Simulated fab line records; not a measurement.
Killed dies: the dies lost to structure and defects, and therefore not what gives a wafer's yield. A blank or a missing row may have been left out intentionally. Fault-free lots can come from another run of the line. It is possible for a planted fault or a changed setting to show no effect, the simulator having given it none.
Code-filled problem report in 8D (eight disciplines) form | flow nand harc | the parts of the form that need people (team, actions taken, sign-off) are left out

1. THE PROBLEM
A mean of 665 is read at NHARC_END_SORT_01 for killed at array, taken on 1 wafer of 1 lot, against 56 (standard deviation 18) on wafers free of any fault. Measured from the usual mean, that is +34 standard deviations.
First observed at day 30 08:59: wafer L167.6, on prober-01. The record holds 3 wafers of 1 lot with a number at this step. Rule for "out" (also "out of limits"): further than 4 standard deviations from the usual mean. Any other wafer with a number is counted as sound.

2. WHAT IT IS AND WHAT IT IS NOT
question                    | is                           | is not
which readings at this step | killed at array, killed dies | killed at other, killed open, killed short
which lots                  | L167                         | -
which wafers of those lots  | L167.6                       | L167.1, L167.4
read on which gauges        | prober-01                    | -
when                        | from day 30 08:59            | up to then (2 sound wafers)

3. SUSPECTS, AND WHAT RULES EACH OUT
Counting: if a tool at a process step up to the reading ran every lot that is out, it stays a suspect. Sound lots after the first of them don't rule it out here, since some wafers of a struck lot are sound.
- ruled out: the gauge at NHARC_END_SORT_01. All the wafers that are out were read on prober-01, but those of them that NHARC_A_STAIRCASE_ETCH_190 has rows for are out there too, on other tools.
- rie diel-13 at NHARC_A_STAIRCASE_TRIM_24 (chemistry O2, time 211.2 s): kept. It ran the lot that is out, L167 (day 20 19:07). NHARC_A_STAIRCASE_TRIM_24 gives no start for some lots, so the hours and the order of its lots are those of NHARC_A_STAIRCASE_ETCH_190.
- rie diel-13 at NHARC_A_STAIRCASE_TRIM_26 (chemistry O2, time 211.2 s): kept. It ran the lot that is out, L167 (day 20 19:07). NHARC_A_STAIRCASE_TRIM_26 gives no start for some lots, so the hours and the order of its lots are those of NHARC_A_STAIRCASE_ETCH_190.
- rie diel-13 at NHARC_A_STAIRCASE_ETCH_190 (etches the open film in C4F8/O2, target depth 100 nm, time 40.5 s): kept. It ran the lot that is out, L167 (day 20 19:07). On those wafers its own readings are out: run length s.
- rie diel-03 at NHARC_A_STAIRCASE_TRIM_196 (chemistry O2, time 211.2 s): kept. It ran the lot that is out, L167 (day 20 19:46).
- In rie diel-13 at NHARC_A_STAIRCASE_TRIM_24, the wafers that are out were processed in chamber 0 and their sound lot-mates in chambers 1, 2.
- In rie diel-13 at NHARC_A_STAIRCASE_TRIM_26, the wafers that are out were processed in chamber 2 and their sound lot-mates in chambers 0, 1.
- In rie diel-13 at NHARC_A_STAIRCASE_ETCH_190, the wafers that are out were processed in chamber 3 and their sound lot-mates in chambers 0, 2.
- In rie diel-03 at NHARC_A_STAIRCASE_TRIM_196, the wafers that are out were processed in chamber 1 and their sound lot-mates in chambers 0, 2.
Left after counting: rie diel-13 at NHARC_A_STAIRCASE_TRIM_24, rie diel-13 at NHARC_A_STAIRCASE_TRIM_26, rie diel-13 at NHARC_A_STAIRCASE_ETCH_190, rie diel-03 at NHARC_A_STAIRCASE_TRIM_196.

4. THE CAUSE (what the simulator had put in)
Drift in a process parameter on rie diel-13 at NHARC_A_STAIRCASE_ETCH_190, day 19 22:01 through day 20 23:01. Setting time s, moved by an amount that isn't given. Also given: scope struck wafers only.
Counting left 4 suspects, and this tool is among them.

5. THE CHAIN OF EFFECTS, in route order
Each row: a reading where the mean over the struck wafers with a number is more than 3 standard deviations away from the usual. Readings are gone through only where the record gives a usual standard deviation; hours: the median, over the lots, of the time from a lot's start at the first step in this table giving one to that lot's start at this step; sigmas: the change measured in usual standard deviations.
hours | step                       | reading         | usual  | on struck wafers | change | sigmas
0     | NHARC_A_STAIRCASE_ETCH_190 | run length s    | 61.8 s | 74.7             | +12.9  | +26
230   | NHARC_END_SORT_01          | killed at array | 56     | 665              | +609   | +34
230   | NHARC_END_SORT_01          | killed dies     | 61     | 677              | +616   | +32
Process steps it contains:
- NHARC_A_STAIRCASE_ETCH_190: etches the open film in C4F8/O2, target depth 100 nm, time 40.5 s.

6. HOW IT WOULD HAVE BEEN CAUGHT EARLIER
251 hours passed between the start of the fault at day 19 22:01 and the first reading out of limits at a measuring or inspecting step in this record, taken at day 30 08:59.
The tool's own readings at NHARC_A_STAIRCASE_ETCH_190 were out on every struck wafer that the step has a row for (run length s): an alarm limit on them would have fired on the first of those.
By day 30 08:59 the whole set of lots that are out, 1 in number, had already begun NHARC_A_STAIRCASE_ETCH_190 on rie diel-13. None of them would have been spared by holding the tool at that moment.
